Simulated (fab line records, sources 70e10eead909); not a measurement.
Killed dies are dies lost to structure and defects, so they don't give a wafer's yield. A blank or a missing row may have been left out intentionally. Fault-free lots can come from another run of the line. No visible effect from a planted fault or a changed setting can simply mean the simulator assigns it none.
fab line records	flow nand_harc
record: lots: 24	wafers: 72	last_day: 34
route steps=1302 shown P_GATE@204 P_CONTACT@219 P_M1@308
lots with no fault: from the same line, run without faults
start_h: the number of hours between the record's first day and the start of the first shown wafer of the lot	wait_h: hours since the lot's step before	" same as the row above	L1.1+2: a single row standing in for several wafers	- either no value or no given start	* or withheld: withheld	< > ~ a bound
route shown NAME@n: NAME is a module with steps in the file, n the number in the route of the first one	usual: the fault-free wafers' mean and standard deviation	same: alike in all rows	chamber/n: place in a boat	sites: readings site by site	_std_site: standard deviation of those values	_edge_site: mean of outer sites minus mean of inner sites	radius_mm: how far each site lies from the wafer's centre	mask NAME#n: copy n	behind: the tool/chamber that last shaped the wafer	hold: reason for holding the lot/hours on hold/outcome of the hold	device: the transistor (n, p or np) that didn't switch	end of line: at the end of the route, the tests of the same wafers	a step without rows: its recipe alone	killed: count of dies lost to structure and defects at first sort (not the wafer's yield)	map: a wafer's dies, x killed, . not, _ none there
set.NAME: the setting as run; set.NAME@STEP: as run at that earlier step	model.NAME: the simulator's own value behind a step, which no gauge read
a sample of lots followed through the steps of the route, with each step as a table and each wafer as a row
services: the hour from which a tool's chamber was out of use, counted from the record's first day as start_h (under 0 if before that day), plus the number of hours and why
== steps ==
step: NHARC_P_GATE_STRIP_113
recipe: power_w: 1500	temp_c: 110	time_s: 740	chemistry: N2/H2
usual: drypump_motor_current_A: 5.5/0.59	heater_power_w: 97/6.2
lot.wafer	tool	chamber	start_h	wait_h	drypump_motor_current_A	heater_power_w	rf_hours_counter_h
L074.2	plasma_asher-02	1	120.15	0.2	4.8	101	6
L074.5	"	1	"	"	4.8	100	-
L074.6	"	0	"	"	5.2	106	-
L075.3	plasma_asher-01	0	121.07	0.5	6.2	93	-
L075.4	"	1	"	"	6.0	98	-
L075.6	"	1	"	"	6.0	96	-
L076.3	plasma_asher-02	1	133.26	0.4	4.8	101	-
L076.4	"	0	"	"	5.1	104	-
L076.6	"	1	"	"	4.8	99	-
L077.2	plasma_asher-01	1	136.99	0.3	5.9	98	30
L077.3	"	0	"	"	6.3	94	-
L077.5	"	0	"	"	6.3	92	-
L078.1	plasma_asher-02	0	150.14	0.2	5.2	107	13
L078.4	"	1	"	"	4.8	100	-
L078.5	"	0	"	"	5.2	107	-
L079.2	plasma_asher-02	1	167.93	0.5	4.8	99	17
L079.6	"	1	"	"	4.8	103	-
L079.5	"	0	"	"	5.2	105	-
L080.3	plasma_asher-02	1	170.71	0.5	4.8	103	-
L080.6	"	0	"	"	5.2	108	-
L080.5	"	1	"	"	4.7	101	-
L081.2	plasma_asher-01	1	181.88	0.3	6.0	93	1
L081.3	"	0	"	"	6.3	87	-
L081.5	"	1	"	"	6.0	95	-
L082.1	plasma_asher-01	1	192.65	0.2	6.0	95	3
L082.4	"	1	"	"	6.0	98	-
L082.6	"	1	"	"	5.9	95	-
L083.1	plasma_asher-01	0	203.00	0.8	6.3	87	6
L083.5	"	1	"	"	5.9	95	-
L083.6	"	0	"	"	6.3	89	-
L084.1	plasma_asher-01	1	212.06	0.2	5.9	96	10
L084.3	"	0	"	"	6.3	90	-
L084.5	"	0	"	"	6.2	88	-
L085.2	plasma_asher-02	1	226.25	0.2	4.8	101	28
L085.4	"	0	"	"	5.2	107	-
L085.6	"	0	"	"	5.2	109	-
L086.1	plasma_asher-02	0	229.05	0.3	5.2	103	29
L086.4	"	1	"	"	4.8	100	-
L086.3	"	0	"	"	5.2	105	-
L087.2	plasma_asher-01	0	244.41	0.2	6.3	87	14
L087.4	"	1	"	"	5.9	95	-
L087.6	"	0	"	"	6.3	88	-
L088.1	plasma_asher-01	0	257.51	0.2	6.3	89	18
L088.2	"	1	"	"	5.9	98	18
L088.5	"	1	"	"	5.9	96	-
L089.4	plasma_asher-02	0	263.97	0.5	5.2	104	-
L089.6	"	1	"	"	4.8	93	-
L089.5	"	0	"	"	5.2	103	-
L090.1	plasma_asher-02	1	276.74	0.2	4.8	95	3
L090.4	"	1	"	"	4.8	96	-
L090.5	"	0	"	"	5.2	105	-
L091.1	plasma_asher-01	1	289.51	0.3	5.9	96	25
L091.4	"	1	"	"	5.9	97	-
L091.5	"	1	"	"	5.9	96	-
L092.2	plasma_asher-02	0	293.73	0.2	5.2	102	7
L092.1	"	1	"	"	4.8	93	7
L092.6	"	1	"	"	4.8	94	-
L093.2	plasma_asher-02	1	300.61	0.2	4.8	94	9
L093.3	"	0	"	"	5.2	104	-
L093.6	"	0	"	"	5.2	105	-
L094.4	plasma_asher-01	0	321.33	0.3	6.3	90	-
L094.6	"	0	"	"	6.2	87	-
L094.5	"	1	"	"	5.9	96	-
L095.2	plasma_asher-01	0	325.74	0.3	6.3	90	33
L095.3	"	1	"	"	5.9	98	-
L095.6	"	0	"	"	6.3	90	-
L096.4	plasma_asher-01	0	336.09	0.3	6.3	90	-
L096.3	"	1	"	"	6.0	96	-
L096.5	"	1	"	"	6.0	95	-
L097.4	plasma_asher-02	0	349.45	0.3	5.2	107	-
L097.3	"	1	"	"	4.8	97	-
L097.6	"	0	"	"	5.2	103	-
step: NHARC_P_GATE_STRIP_95
recipe: power_w: 1500	temp_c: 250	chemistry: O2
usual: drypump_motor_current_A: 5.5/0.59	heater_power_w: 365/24
lot.wafer	tool	chamber	start_h	wait_h	drypump_motor_current_A	heater_power_w	rf_hours_counter_h
L074.2	plasma_asher-02	1	120.87	0.6	4.7	374	7
L074.5	"	1	"	"	4.8	386	-
L074.6	"	0	"	"	5.2	405	-
L075.3	plasma_asher-01	0	121.56	0.4	6.3	348	-
L075.4	"	1	"	"	6.0	371	-
L075.6	"	1	"	"	5.9	368	-
L076.3	plasma_asher-02	1	133.76	0.4	4.8	372	-
L076.4	"	0	"	"	5.2	412	-
L076.6	"	1	"	"	4.8	374	-
L077.2	plasma_asher-01	1	137.60	0.5	5.9	370	31
L077.3	"	0	"	"	6.3	356	-
L077.5	"	0	"	"	6.3	339	-
L078.1	plasma_asher-02	0	150.85	0.6	5.2	407	14
L078.4	"	1	"	"	4.8	378	-
L078.5	"	0	"	"	5.2	397	-
L079.2	plasma_asher-02	1	168.64	0.6	4.8	367	18
L079.6	"	1	"	"	4.8	378	-
L079.5	"	0	"	"	5.2	399	-
L080.3	plasma_asher-02	1	171.11	0.3	4.8	369	-
L080.6	"	0	"	"	5.2	402	-
L080.5	"	1	"	"	4.8	372	-
L081.2	plasma_asher-01	1	182.49	0.5	6.0	362	2
L081.3	"	0	"	"	6.3	329	-
L081.5	"	1	"	"	6.0	364	-
L082.1	plasma_asher-01	1	193.35	0.6	5.9	365	4
L082.4	"	1	"	"	5.9	368	-
L082.6	"	1	"	"	5.9	364	-
L083.1	plasma_asher-01	0	203.61	0.5	6.3	327	7
L083.5	"	1	"	"	5.9	347	-
L083.6	"	0	"	"	6.3	326	-
L084.1	plasma_asher-01	1	212.77	0.6	5.9	352	10
L084.3	"	0	"	"	6.3	336	-
L084.5	"	0	"	"	6.3	319	-
L085.2	plasma_asher-02	1	226.96	0.6	4.8	374	28
L085.4	"	0	"	"	5.2	394	-
L085.6	"	0	"	"	5.2	399	-
L086.1	plasma_asher-02	0	229.66	0.5	5.2	410	29
L086.4	"	1	"	"	4.8	372	-
L086.3	"	0	"	"	5.2	396	-
L087.2	plasma_asher-01	0	245.14	0.6	6.3	326	15
L087.4	"	1	"	"	5.9	364	-
L087.6	"	0	"	"	6.3	332	-
L088.1	plasma_asher-01	0	258.23	0.6	6.3	325	19
L088.2	"	1	"	"	5.9	361	19
L088.5	"	1	"	"	5.9	360	-
L089.4	plasma_asher-02	0	264.37	0.3	5.2	392	-
L089.6	"	1	"	"	4.8	363	-
L089.5	"	0	"	"	5.2	393	-
L090.1	plasma_asher-02	1	277.45	0.6	4.8	355	4
L090.4	"	1	"	"	4.8	366	-
L090.5	"	0	"	"	5.2	384	-
L091.1	plasma_asher-01	1	290.12	0.5	6.0	368	25
L091.4	"	1	"	"	5.9	360	-
L091.5	"	1	"	"	5.9	374	-
L092.2	plasma_asher-02	0	294.45	0.6	5.2	393	8
L092.1	"	1	"	"	4.8	361	8
L092.6	"	1	"	"	4.8	350	-
L093.2	plasma_asher-02	1	301.33	0.6	4.8	362	10
L093.3	"	0	"	"	5.2	385	-
L093.6	"	0	"	"	5.2	387	-
L094.4	plasma_asher-01	0	321.83	0.4	6.3	328	-
L094.6	"	0	"	"	6.3	321	-
L094.5	"	1	"	"	5.9	351	-
L095.2	plasma_asher-01	0	326.35	0.5	6.3	336	34
L095.3	"	1	"	"	6.0	358	-
L095.6	"	0	"	"	6.3	331	-
L096.4	plasma_asher-01	0	336.59	0.4	6.3	327	-
L096.3	"	1	"	"	6.0	366	-
L096.5	"	1	"	"	6.0	364	-
L097.4	plasma_asher-02	0	349.96	0.4	5.2	403	-
L097.3	"	1	"	"	4.8	360	-
L097.6	"	0	"	"	5.2	387	-
step: NHARC_P_GATE_INSPECT_68
usual: raw_defect_count: 194/66
lot.wafer	tool	chamber	start_h	wait_h	raw_defect_count
L074.2	defect_inspect-02	-	122.84	0.1	202
L074.5	"	-	"	"	113
L074.6	"	-	"	"	147
L075.3	defect_inspect-01	-	123.46	0.1	95
L075.4	"	-	"	"	113
L075.6	"	-	"	"	227
L076.3	defect_inspect-01	-	135.55	0.1	266
L076.4	"	-	"	"	151
L076.6	"	-	"	"	128
L077.2	defect_inspect-02	-	139.43	0.1	147
L077.3	"	-	"	"	215
L077.5	"	-	"	"	230
L078.1	defect_inspect-01	-	152.71	0.2	226
L078.4	"	-	"	"	153
L078.5	"	-	"	"	256
L079.2	defect_inspect-01	-	170.54	0.1	546
L079.5	"	-	"	"	246
L079.6	"	-	"	"	373
L080.3	defect_inspect-01	-	172.93	0.1	254
L080.5	"	-	"	"	179
L080.6	"	-	"	"	222
L081.2	defect_inspect-02	-	184.30	0.1	237
L081.3	"	-	"	"	145
L081.5	"	-	"	"	104
L082.1	defect_inspect-02	-	195.17	0.2	184
L082.4	"	-	"	"	147
L082.6	"	-	"	"	156
L083.1	defect_inspect-01	-	205.41	0.2	119
L083.5	"	-	"	"	91
L083.6	"	-	"	"	110
L084.1	defect_inspect-02	-	214.59	0.2	253
L084.3	"	-	"	"	217
L084.5	"	-	"	"	209
L085.2	defect_inspect-02	-	228.90	0.1	131
L085.4	"	-	"	"	186
L085.6	"	-	"	"	169
L086.1	defect_inspect-01	-	231.47	0.2	145
L086.3	"	-	"	"	172
L086.4	"	-	"	"	140
L087.2	defect_inspect-02	-	246.96	0.1	228
L087.4	"	-	"	"	250
L087.6	"	-	"	"	190
L088.1	defect_inspect-01	-	260.05	0.2	178
L088.2	"	-	"	"	246
L088.5	"	-	"	"	240
L089.4	defect_inspect-02	-	266.17	0.1	215
L089.5	"	-	"	"	162
L089.6	"	-	"	"	114
L090.1	defect_inspect-01	-	279.33	0.2	238
L090.4	"	-	"	"	218
L090.5	"	-	"	"	222
L091.1	defect_inspect-01	-	291.93	0.2	133
L091.4	"	-	"	"	97
L091.5	"	-	"	"	126
L092.1	defect_inspect-02	-	296.26	0.2	167
L092.2	"	-	"	"	139
L092.6	"	-	"	"	144
L093.2	defect_inspect-02	-	303.15	0.1	293
L093.3	"	-	"	"	254
L093.6	"	-	"	"	192
L094.4	defect_inspect-02	-	323.63	0.1	184
L094.5	"	-	"	"	215
L094.6	"	-	"	"	188
L095.2	defect_inspect-01	-	328.15	0.1	175
L095.3	"	-	"	"	190
L095.6	"	-	"	"	174
L096.3	defect_inspect-02	-	338.44	0.1	179
L096.4	"	-	"	"	176
L096.5	"	-	"	"	228
L097.3	defect_inspect-01	-	351.84	0.1	230
L097.4	"	-	"	"	289
L097.6	"	-	"	"	172
step: NHARC_P_CONTACT_CMP_01
recipe: target_thk_nm: 200	material: SiO2
usual: motor_current_A: 11.5/1	slurry_flow_ml_min: 150.0/0.47
lot.wafer	tool	chamber	start_h	wait_h	motor_current_A	slurry_flow_ml_min
L074.2	cmp-04	0	123.66	-	13.4	150.0
L074.6	"	2	"	"	12.8	149.4
L074.5	"	3	"	"	11.7	149.1
L075.3	cmp-03	3	124.26	-	9.4	150.0
L075.4	"	1	"	"	12.1	149.8
L075.6	"	3	"	"	9.7	149.6
L076.4	cmp-03	3	136.33	-	10.3	149.4
L076.3	"	2	"	"	11.6	150.6
L076.6	"	3	"	"	10.1	149.8
L077.2	cmp-03	1	140.21	-	12.4	150.0
L077.3	"	0	"	"	10.0	151.1
L077.5	"	2	"	"	12.4	150.7
L078.4	cmp-02	0	153.51	-	11.3	149.7
L078.1	"	1	"	"	12.2	150.6
L078.5	"	0	"	"	11.1	150.0
L079.2	cmp-02	3	171.56	0.5	11.6	149.7
L079.6	"	3	"	"	11.2	149.5
L079.5	"	0	"	"	11.1	149.7
L080.3	cmp-02	1	173.70	-	13.1	150.0
L080.6	"	1	"	"	12.1	150.4
L080.5	"	2	"	"	11.5	150.2
L081.2	cmp-04	3	185.14	-	11.5	150.4
L081.3	"	0	"	"	13.6	150.1
L081.5	"	1	"	"	11.1	150.1
L082.4	cmp-03	1	195.95	-	12.1	149.4
L082.1	"	0	"	"	10.2	150.1
L082.6	"	1	"	"	12.6	148.9
L083.1	cmp-03	2	206.26	-	11.8	149.8
L083.6	"	3	"	"	10.4	150.2
L083.5	"	0	"	"	9.4	150.5
L084.3	cmp-03	3	215.37	-	10.1	150.8
L084.1	"	0	"	"	9.9	150.3
L084.5	"	3	"	"	10.3	150.5
L085.2	cmp-02	1	229.68	-	12.0	150.6
L085.4	"	3	"	"	10.3	150.0
L085.6	"	2	"	"	10.8	149.4
L086.1	cmp-04	0	232.26	-	13.0	150.8
L086.3	"	2	"	"	12.7	150.2
L086.4	"	3	"	"	11.6	150.7
L087.4	cmp-04	3	247.73	-	11.4	151.0
L087.2	"	1	"	"	11.6	149.8
L087.6	"	3	"	"	11.3	150.7
L088.2	cmp-02	1	260.85	-	12.3	149.7
L088.1	"	3	"	"	10.7	150.2
L088.5	"	1	"	"	13.0	150.4
L089.4	cmp-04	1	266.97	-	11.2	150.2
L089.5	"	0	"	"	13.3	150.2
L089.6	"	1	"	"	11.3	150.3
L090.4	cmp-04	1	280.10	-	11.3	149.5
L090.1	"	2	"	"	12.3	150.1
L090.5	"	2	"	"	12.1	149.0
L091.1	cmp-03	3	292.73	-	9.6	150.0
L091.4	"	0	"	"	9.8	150.2
L091.5	"	2	"	"	11.9	149.7
L092.2	cmp-03	3	297.06	-	10.4	150.3
L092.1	"	1	"	"	12.0	149.9
L092.6	"	2	"	"	12.5	150.4
L093.3	cmp-02	2	304.20	0.4	11.2	149.7
L093.2	"	3	"	"	11.2	150.5
L093.6	"	1	"	"	12.8	150.1
L094.4	cmp-02	1	324.42	-	12.9	149.4
L094.5	"	1	"	"	12.5	149.4
L094.6	"	2	"	"	11.2	150.5
L095.2	cmp-04	3	328.95	-	11.7	149.7
L095.3	"	0	"	"	13.5	149.0
L095.6	"	3	"	"	11.8	150.1
L096.4	cmp-02	2	339.25	-	10.8	150.4
L096.3	"	3	"	"	11.0	150.6
L096.5	"	2	"	"	10.6	149.9
L097.4	cmp-03	1	352.68	-	12.3	149.8
L097.3	"	2	"	"	12.0	149.5
L097.6	"	3	"	"	10.0	149.7
step: NHARC_P_CONTACT_CVD_23
recipe: target_thk_a: 2000	temp_c: 300	pressure_torr: 40	wf6_flow_sccm: 40	h2_flow_sccm: 1600	ar_flow_sccm: 1560	time_s: 557	material: W
usual: heater_power_w: 435/25	throttle_valve_pct: 8.21/0.27
lot.wafer	tool	chamber	start_h	wait_h	heater_power_w	throttle_valve_pct
L074.2	cvd_w-01	1	-	-	397	8.68
L074.5	"	1	"	"	389	8.96
L074.6	"	1	"	"	390	8.40
L075.4	cvd_w-02	1	-	-	444	7.92
L075.3	"	0	"	"	482	7.67
L075.6	"	0	"	"	477	7.82
L076.3	cvd_w-01	1	-	-	397	8.64
L076.4	"	0	"	"	414	8.33
L076.6	"	1	"	"	401	8.56
L077.2	cvd_w-01	1	-	-	389	8.40
L077.3	"	1	"	"	394	8.69
L077.5	"	0	"	"	422	8.45
L078.1	cvd_w-01	1	-	-	403	8.64
L078.4	"	0	"	"	417	8.19
L078.5	"	1	"	"	394	8.42
L079.2	cvd_w-02	1	-	-	451	7.86
L079.5	"	1	"	"	446	7.69
L079.6	"	0	"	"	473	7.86
L080.3	cvd_w-01	0	-	-	421	8.35
L080.6	"	0	"	"	417	8.48
L080.5	"	1	"	"	400	8.13
L081.2	cvd_w-02	0	-	-	482	7.94
L081.3	"	1	"	"	439	7.80
L081.5	"	1	"	"	431	7.73
L082.1	cvd_w-01	0	-	-	430	8.25
L082.4	"	1	"	"	435	8.06
L082.6	"	0	"	"	427	8.04
L083.1	cvd_w-02	1	-	-	445	8.24
L083.6	"	1	"	"	457	7.95
L083.5	"	0	"	"	468	7.89
L084.1	cvd_w-01	1	-	-	424	8.42
L084.3	"	1	"	"	432	8.49
L084.5	"	1	"	"	425	8.44
L085.2	cvd_w-01	0	-	-	421	8.17
L085.4	"	1	"	"	419	8.18
L085.6	"	0	"	"	425	8.16
L086.1	cvd_w-01	1	-	-	411	8.03
L086.4	"	1	"	"	424	8.57
L086.3	"	0	"	"	421	8.36
L087.2	cvd_w-01	0	-	-	428	8.15
L087.4	"	0	"	"	430	8.30
L087.6	"	0	"	"	421	8.23
L088.1	cvd_w-01	1	-	-	421	8.25
L088.2	"	0	"	"	417	8.46
L088.5	"	0	"	"	432	8.41
L089.4	cvd_w-01	1	-	-	430	8.33
L089.6	"	0	"	"	433	8.32
L089.5	"	1	"	"	417	8.24
L090.1	cvd_w-02	1	-	-	449	7.81
L090.4	"	0	"	"	476	7.89
L090.5	"	0	"	"	484	8.13
L091.1	cvd_w-01	1	-	-	441	8.37
L091.4	"	0	"	"	437	8.05
L091.5	"	0	"	"	428	8.06
L092.2	cvd_w-02	0	-	-	488	8.25
L092.1	"	1	"	"	476	7.92
L092.6	"	0	"	"	478	8.03
L093.2	cvd_w-01	1	-	-	422	8.28
L093.3	"	0	"	"	424	8.30
L093.6	"	1	"	"	429	8.37
L094.4	cvd_w-02	1	-	-	453	7.71
L094.6	"	1	"	"	464	7.56
L094.5	"	0	"	"	472	8.06
L095.2	cvd_w-01	0	-	-	426	8.53
L095.3	"	1	"	"	439	8.51
L095.6	"	0	"	"	441	8.22
L096.4	cvd_w-01	0	-	-	441	8.25
L096.3	"	1	"	"	424	8.30
L096.5	"	0	"	"	436	8.41
L097.4	cvd_w-02	0	-	-	481	8.15
L097.3	"	1	"	"	474	7.97
L097.6	"	0	"	"	464	8.23
step: NHARC_P_M1_PVD_21
recipe: target_thk_a: 300	chamber_pressure_pa: 5	power_w: 5000	substrate_temp_c: 30	time_s: 20.49	material: Cu
usual: throttle_valve_pct: 30.3/0.75
lot.wafer	tool	chamber	start_h	wait_h	throttle_valve_pct
L074.2	pvd_sputter-02	-	-	-	30.6
L074.5	"	-	"	"	31.6
L074.6	"	-	"	"	30.8
L075.3	pvd_sputter-03	-	-	-	30.2
L075.4	"	-	"	"	30.1
L075.6	"	-	"	"	30.2
L076.3	pvd_sputter-02	-	-	-	30.7
L076.4	"	-	"	"	31.2
L076.6	"	-	"	"	31.5
L077.3	pvd_sputter-02	-	-	-	31.9
L077.2	"	-	"	"	30.5
L077.5	"	-	"	"	31.5
L078.4	pvd_sputter-01	-	-	-	29.2
L078.1	"	-	"	"	29.4
L078.5	"	-	"	"	29.4
L079.2	pvd_sputter-03	-	-	-	29.8
L079.6	"	-	"	"	29.9
L079.5	"	-	"	"	30.6
L080.3	pvd_sputter-03	-	-	-	30.7
L080.6	"	-	"	"	29.6
L080.5	"	-	"	"	30.3
L081.2	pvd_sputter-02	-	-	-	29.3
L081.3	"	-	"	"	30.8
L081.5	"	-	"	"	30.9
L082.4	pvd_sputter-02	-	-	-	31.6
L082.1	"	-	"	"	29.4
L082.6	"	-	"	"	31.4
L083.1	pvd_sputter-02	-	-	-	30.6
L083.6	"	-	"	"	29.6
L083.5	"	-	"	"	30.9
L084.3	pvd_sputter-01	-	-	-	29.2
L084.1	"	-	"	"	28.9
L084.5	"	-	"	"	29.5
L085.4	pvd_sputter-03	-	-	-	30.2
L085.2	"	-	"	"	31.0
L085.6	"	-	"	"	30.6
L086.3	pvd_sputter-03	-	-	-	30.5
L086.1	"	-	"	"	29.9
L086.4	"	-	"	"	30.7
L087.4	pvd_sputter-02	-	-	-	31.4
L087.2	"	-	"	"	30.5
L087.6	"	-	"	"	30.7
L088.2	pvd_sputter-03	-	-	-	30.0
L088.1	"	-	"	"	30.9
L088.5	"	-	"	"	30.7
L089.4	pvd_sputter-02	-	-	-	31.4
L089.6	"	-	"	"	31.0
L089.5	"	-	"	"	31.5
L090.4	pvd_sputter-03	-	-	-	29.8
L090.1	"	-	"	"	31.0
L090.5	"	-	"	"	30.6
L091.1	pvd_sputter-03	-	-	-	30.8
L091.4	"	-	"	"	30.6
L091.5	"	-	"	"	30.0
L092.2	pvd_sputter-03	-	-	-	29.8
L092.1	"	-	"	"	30.5
L092.6	"	-	"	"	30.2
L093.3	pvd_sputter-03	-	-	-	30.9
L093.2	"	-	"	"	30.6
L093.6	"	-	"	"	30.5
L094.4	pvd_sputter-02	-	-	-	30.3
L094.6	"	-	"	"	31.3
L094.5	"	-	"	"	31.0
L095.3	pvd_sputter-03	-	-	-	30.3
L095.2	"	-	"	"	31.0
L095.6	"	-	"	"	30.4
L096.4	pvd_sputter-02	-	-	-	31.4
L096.3	"	-	"	"	31.5
L096.5	"	-	"	"	31.1
L097.3	pvd_sputter-03	-	-	-	29.8
L097.4	"	-	"	"	29.9
L097.6	"	-	"	"	30.4
== services ==
tool	chamber	start_h	hours	kind
pvd_sputter-02	-	104.01	10.0	pm
cvd_w-01	0	114.78	15.5	repair
pvd_sputter-02	-	120.80	4.3	repair
cmp-03	-	142.79	1.1	repair
cmp-03	-	148.42	1.3	repair
cmp-03	-	155.87	0.5	repair
cmp-03	-	162.00	4.0	pm
plasma_asher-01	-	165.29	9.0	pm
pvd_sputter-03	-	170.00	10.0	pm
pvd_sputter-02	-	176.00	2.1	repair
cvd_w-01	-	185.00	13.0	pm
plasma_asher-02	-	196.34	7.1	repair
cmp-03	-	232.88	0.3	repair
cmp-03	-	235.72	1.1	repair
plasma_asher-01	-	238.06	6.0	repair
plasma_asher-02	-	249.28	1.9	repair
plasma_asher-02	-	251.22	9.0	pm
cmp-03	-	260.00	4.0	pm
pvd_sputter-02	-	282.01	10.0	pm
cmp-03	-	303.36	1.0	repair
cmp-03	-	335.52	2.1	repair
plasma_asher-01	-	342.29	9.0	pm
pvd_sputter-03	-	348.00	10.0	pm
cmp-03	-	358.00	4.0	pm
== key ==
fault none
